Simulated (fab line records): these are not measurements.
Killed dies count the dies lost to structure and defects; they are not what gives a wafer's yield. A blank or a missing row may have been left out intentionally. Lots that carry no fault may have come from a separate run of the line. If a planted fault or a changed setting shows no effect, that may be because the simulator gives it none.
Matching of chambers | flow n5Finfet | 4 sister chambers for N5_ILD0_CMP_12 on cmp-04
The step polishes SiNx, stops on poly-Si, t overpolish 6 s, target thk 17.67 nm. 20 wafers are shown with their chamber, then 10 later ones without.

EACH WAFER AND ITS CHAMBER
wafer  | chamber | motorCurrentA (A) | timeToEndpointS (s) | overpolishRunS (s)
L074.1 | 0       | 8.5               | 25                  | 6.008
L074.2 | 2       | 8.8               | 27                  | 6.010
L074.4 | 3       | 10.7              | 28                  | 5.996
L076.1 | 3       | 10.5              | 29                  | 5.992
L076.2 | 1       | 10.8              | 27                  | 6.011
L076.4 | 0       | 9.3               | 26                  | 6.024
L077.1 | 3       | 11.1              | 27                  | 6.007
L077.2 | 0       | 9.2               | 26                  | 5.992
L077.5 | 1       | 10.6              | 28                  | 6.012
L079.1 | 0       | 8.6               | 25                  | 5.996
L079.2 | 1       | 9.7               | 27                  | 6.013
L079.6 | 2       | 8.4               | 27                  | 5.996
L081.2 | 2       | 8.6               | 26                  | 6.014
L081.3 | 0       | 8.8               | 23                  | 6.005
L081.6 | 0       | 9.0               | 23                  | 6.012
L085.1 | 0       | 8.8               | 29                  | 6.000
L085.3 | 2       | 8.8               | 31                  | 5.995
L085.5 | 1       | 10.1              | 29                  | 6.000
L089.3 | 2       | 8.6               | 30                  | 5.997
L089.4 | 3       | 10.5              | 30                  | 6.000

SIGNATURES, as means of the wafers listed above
reading         | chamber 0 | chamber 1 | chamber 2 | chamber 3 | scatter within a chamber
motorCurrentA   | 8.886     | 10.300    | 8.640     | 10.700    | 0.318
timeToEndpointS | 25.29     | 27.75     | 28.20     | 28.50     | 1.8
overpolishRunS  | 6.00529   | 6.00900   | 6.00240   | 5.99875   | 0.00882
Rule: a wafer lies at a distance from a chamber equal to the root of the sum of squares, over the readings, of (its reading less the chamber's mean, divided by the reading's scatter). The wafer belongs to the nearest chamber; if the next one is less than 2 further off, it can't be placed. The scatter is the square root of a quotient: the sum, over the shown wafers, of each reading's squared deviation from its chamber's mean, divided by wafers minus chambers.

WAFERS WHOSE CHAMBER IS MISSING
wafer  | motorCurrentA (A) | timeToEndpointS (s) | overpolishRunS (s)
L089.6 | 10.3              | 29                  | 5.994
L094.2 | 10.5              | 33                  | 5.999
L094.4 | 9.2               | 27                  | 6.004
L094.6 | 10.7              | 30                  | 6.010
L095.1 | 8.8               | 28                  | 6.016
L095.3 | 10.8              | 30                  | 5.978
L095.5 | 10.4              | 30                  | 6.004
L097.2 | 10.5              | 24                  | 6.023
L097.3 | 9.0               | 30                  | 6.011
L097.4 | 9.0               | 26                  | 5.989

CHAMBER TAKEN BY EACH
wafer  | from the rows above     | in truth
L089.6 | can't be placed: 3 or 1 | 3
L094.2 | can't be placed: 3 or 1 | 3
L094.4 | can't be placed: 0 or 2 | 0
L094.6 | can't be placed: 3 or 1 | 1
L095.1 | can't be placed: 2 or 0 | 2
L095.3 | can't be placed: 3 or 1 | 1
L095.5 | can't be placed: 3 or 1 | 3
L097.2 | can't be placed: 1 or 3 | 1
L097.3 | can't be placed: 2 or 0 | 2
L097.4 | can't be placed: 0 or 2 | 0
Correctly placed: 0 of 10. These rows do not allow placing 10 (true chamber among the candidates in 10). 0 placed wrongly.
